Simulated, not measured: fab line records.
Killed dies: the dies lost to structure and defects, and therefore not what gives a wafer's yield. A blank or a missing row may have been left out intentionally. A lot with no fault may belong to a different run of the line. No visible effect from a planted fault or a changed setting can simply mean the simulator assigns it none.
3 desks, one fault :: flow n5-finfet :: what lay behind the numbers comes last; until then each desk has only its own

== THE TOOL OWNER'S DESK: litho-track-03 ==
The tool's own readings at N5_BEOL_M12_COAT_22 (resist thk 300 nm): means of the sampled wafers that have a number, for each lot that ran on this tool. A lot is out of limits, marked OUT, if its mean lies more than 4 standard deviations from the usual mean; the brackets give that distance.
Columns: A = spin-speed-rpm at N5_BEOL_M12_COAT_22, usual 2887.8 rpm
lot: L898
first seen here: day 12 15:33
A: 2887.9

lot: L901
first seen here: day 13 18:13
A: 2721.5 (-92) OUT

lot: L900
first seen here: day 13 18:27
A: 2722.4 (-92) OUT

lot: L902
first seen here: day 14 07:55
A: 2721.3 (-93) OUT

lot: L911
first seen here: day 16 16:59
A: 2889.8

lot: L913
first seen here: day 16 18:01
A: 2889.7
This desk finds L900, L901, L902 out of limits, L901 being first, at day 13 18:13 (spin-speed-rpm at N5_BEOL_M12_COAT_22). L898, L911, L913 stayed within limits.

== THE DEFECT DESK ==
For each lot, the counts of the inspections along the route, averaged over the sampled wafers that have a number. A lot is out of limits, marked OUT, if its mean lies more than 4 standard deviations from the usual mean; the brackets give that distance.
Columns: A = raw-defect-count at N5_BEOL_M12_INSPECT_12, usual 2.0
lot: L892
first seen here: day 11 08:25
A: 2.7

lot: L894
first seen here: day 12 05:09
A: 1.3

lot: L898
first seen here: day 12 14:57
A: 0.7

lot: L901
first seen here: day 13 17:39
A: 1.3

lot: L900
first seen here: day 13 17:53
A: 1.3

lot: L902
first seen here: day 14 07:21
A: 2.7

lot: L909
first seen here: day 15 18:49
A: 3.3

lot: L912
first seen here: day 16 03:41
A: 1.0

lot: L911
first seen here: day 16 16:22
A: 0.7

lot: L913
first seen here: day 16 17:07
A: 1.7

lot: L915
first seen here: day 16 20:54
A: 1.3
This desk's finding: nothing out of limits on any of the 11 lots.

== AT THE METROLOGY DESK ==
Lot by lot, what the gauges showed, no matter which tool ran the lot: averages of those sampled wafers that carry a number. A lot is out of limits, marked OUT, if its mean lies more than 4 standard deviations from the usual mean; the brackets give that distance.
Columns: A = M12_OVL at N5_BEOL_M12_OVL_MEAS_29, usual 0 nm
lot: L892
first seen here: day 11 10:54
A: -7

lot: L894
first seen here: day 12 06:02
A: -1

lot: L898
first seen here: day 12 15:52
A: 8

lot: L901
first seen here: day 13 18:32
A: 2

lot: L900
first seen here: day 13 18:46
A: -8

lot: L902
first seen here: day 14 08:22
A: -1

lot: L909
first seen here: day 15 19:43
A: -5

lot: L912
first seen here: day 16 04:42
A: 5

lot: L911
first seen here: day 16 17:26
A: 3

lot: L913
first seen here: day 16 18:27
A: -4

lot: L915
first seen here: day 16 21:47
A: 7
This desk's finding: nothing out of limits on any of the 11 lots.

== TAKEN TOGETHER ==
An alarm could have come from the tool owner's desk at day 13 18:13, on L900, L901, L902.
Nothing out of limits was seen by the defect desk.
The metrology desk saw nothing out of limits.
The defect desk has L900, L901, L902 on record, within its limits.
The metrology desk has L900, L901, L902 on record, within its limits.
N5_BEOL_M12_COAT_22 was run on litho-track-03 by each of the lots named.

== WHAT WAS PUT IN BY THE SIMULATOR ==
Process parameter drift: litho-track-03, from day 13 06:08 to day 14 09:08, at N5_BEOL_M12_COAT_22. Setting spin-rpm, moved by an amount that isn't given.
Shown lots that were struck: L900, L901, L902.
How many hours passed from the start of the fault until each desk's first out-of-limits reading: the tool owner's desk, 12.
